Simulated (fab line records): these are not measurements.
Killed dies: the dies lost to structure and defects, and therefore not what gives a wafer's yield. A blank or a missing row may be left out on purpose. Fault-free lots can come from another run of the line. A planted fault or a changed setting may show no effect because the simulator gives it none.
Matching of chambers / flow n5 finfet / N5_BEOL_M10_ETCH_62 on rie diel-02: 4 sister chambers
The step etches SOC in N2/H2, target depth 110 nm, overetch 22 nm, time 165 s. 18 wafers are shown with their chamber, then 9 later ones without.

WAFERS PAIRED WITH THEIR CHAMBERS
wafer=L075.2; chamber=1; throttle valve pct (%)=18.02; oes product au (a.u.)=0.59; showerhead plenum p Torr (Torr)=2.52
wafer=L075.4; chamber=2; throttle valve pct (%)=18.19; oes product au (a.u.)=0.60; showerhead plenum p Torr (Torr)=2.52
wafer=L075.6; chamber=2; throttle valve pct (%)=18.20; oes product au (a.u.)=0.59; showerhead plenum p Torr (Torr)=2.52
wafer=L078.1; chamber=2; throttle valve pct (%)=18.21; oes product au (a.u.)=0.60; showerhead plenum p Torr (Torr)=2.51
wafer=L078.3; chamber=3; throttle valve pct (%)=17.69; oes product au (a.u.)=0.78; showerhead plenum p Torr (Torr)=2.60
wafer=L078.4; chamber=0; throttle valve pct (%)=17.78; oes product au (a.u.)=0.68; showerhead plenum p Torr (Torr)=2.55
wafer=L081.1; chamber=0; throttle valve pct (%)=17.78; oes product au (a.u.)=0.67; showerhead plenum p Torr (Torr)=2.55
wafer=L081.3; chamber=1; throttle valve pct (%)=18.04; oes product au (a.u.)=0.58; showerhead plenum p Torr (Torr)=2.51
wafer=L081.4; chamber=3; throttle valve pct (%)=17.71; oes product au (a.u.)=0.77; showerhead plenum p Torr (Torr)=2.60
wafer=L083.1; chamber=3; throttle valve pct (%)=17.73; oes product au (a.u.)=0.78; showerhead plenum p Torr (Torr)=2.60
wafer=L083.5; chamber=3; throttle valve pct (%)=17.70; oes product au (a.u.)=0.77; showerhead plenum p Torr (Torr)=2.60
wafer=L083.6; chamber=2; throttle valve pct (%)=18.22; oes product au (a.u.)=0.59; showerhead plenum p Torr (Torr)=2.51
wafer=L085.3; chamber=0; throttle valve pct (%)=17.80; oes product au (a.u.)=0.66; showerhead plenum p Torr (Torr)=2.55
wafer=L085.4; chamber=1; throttle valve pct (%)=18.05; oes product au (a.u.)=0.58; showerhead plenum p Torr (Torr)=2.51
wafer=L085.6; chamber=3; throttle valve pct (%)=17.72; oes product au (a.u.)=0.76; showerhead plenum p Torr (Torr)=2.60
wafer=L087.3; chamber=0; throttle valve pct (%)=17.82; oes product au (a.u.)=0.66; showerhead plenum p Torr (Torr)=2.54
wafer=L087.4; chamber=3; throttle valve pct (%)=17.71; oes product au (a.u.)=0.75; showerhead plenum p Torr (Torr)=2.59
wafer=L087.6; chamber=1; throttle valve pct (%)=18.07; oes product au (a.u.)=0.58; showerhead plenum p Torr (Torr)=2.51

SIGNATURES (means of the wafers above)
reading=throttle valve pct; chamber 0=17.7950; chamber 1=18.0450; chamber 2=18.2050; chamber 3=17.7100; scatter within a chamber=0.0167
reading=oes product au; chamber 0=0.6675; chamber 1=0.5825; chamber 2=0.5950; chamber 3=0.7683; scatter within a chamber=0.009
reading=showerhead plenum p Torr; chamber 0=2.5475; chamber 1=2.5125; chamber 2=2.5150; chamber 3=2.5983; scatter within a chamber=0.00488
Rule: for a wafer and a chamber, the distance is found by dividing, reading by reading, the gap between the wafer's reading and the chamber's mean by the reading's scatter, squaring, summing and taking the root. The wafer belongs to the nearest chamber; if the next one is less than 2 further off, it can't be placed. How the scatter is found: for the shown wafers, subtract from each reading the mean of its chamber, square and add these, divide the total by (wafers less chambers), then take the root.

WAFERS WITHOUT THEIR CHAMBER
wafer=L091.1; throttle valve pct (%)=17.80; oes product au (a.u.)=0.66; showerhead plenum p Torr (Torr)=2.54
wafer=L091.3; throttle valve pct (%)=18.07; oes product au (a.u.)=0.58; showerhead plenum p Torr (Torr)=2.51
wafer=L091.4; throttle valve pct (%)=17.81; oes product au (a.u.)=0.66; showerhead plenum p Torr (Torr)=2.54
wafer=L079.1; throttle valve pct (%)=17.76; oes product au (a.u.)=0.73; showerhead plenum p Torr (Torr)=2.59
wafer=L079.2; throttle valve pct (%)=17.83; oes product au (a.u.)=0.64; showerhead plenum p Torr (Torr)=2.54
wafer=L079.6; throttle valve pct (%)=17.85; oes product au (a.u.)=0.64; showerhead plenum p Torr (Torr)=2.54
wafer=L095.1; throttle valve pct (%)=17.78; oes product au (a.u.)=0.71; showerhead plenum p Torr (Torr)=2.58
wafer=L095.4; throttle valve pct (%)=17.59; oes product au (a.u.)=0.81; showerhead plenum p Torr (Torr)=2.50
wafer=L095.6; throttle valve pct (%)=17.78; oes product au (a.u.)=0.72; showerhead plenum p Torr (Torr)=2.58

THE CHAMBER EACH PASSED THROUGH
wafer=L091.1; from the rows above=0; in truth=0
wafer=L091.3; from the rows above=1; in truth=1
wafer=L091.4; from the rows above=0; in truth=0
wafer=L079.1; from the rows above=3; in truth=3
wafer=L079.2; from the rows above=0; in truth=0
wafer=L079.6; from the rows above=0; in truth=0
wafer=L095.1; from the rows above=can't be placed: 0 or 3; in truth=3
wafer=L095.4; from the rows above=can't be placed: 3 or 0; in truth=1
wafer=L095.6; from the rows above=can't be placed: 3 or 0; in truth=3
Correctly placed: 6 of 9. Can't be placed from these rows: 3 (the true chamber is among the candidates in 2). Number placed wrongly: 0.
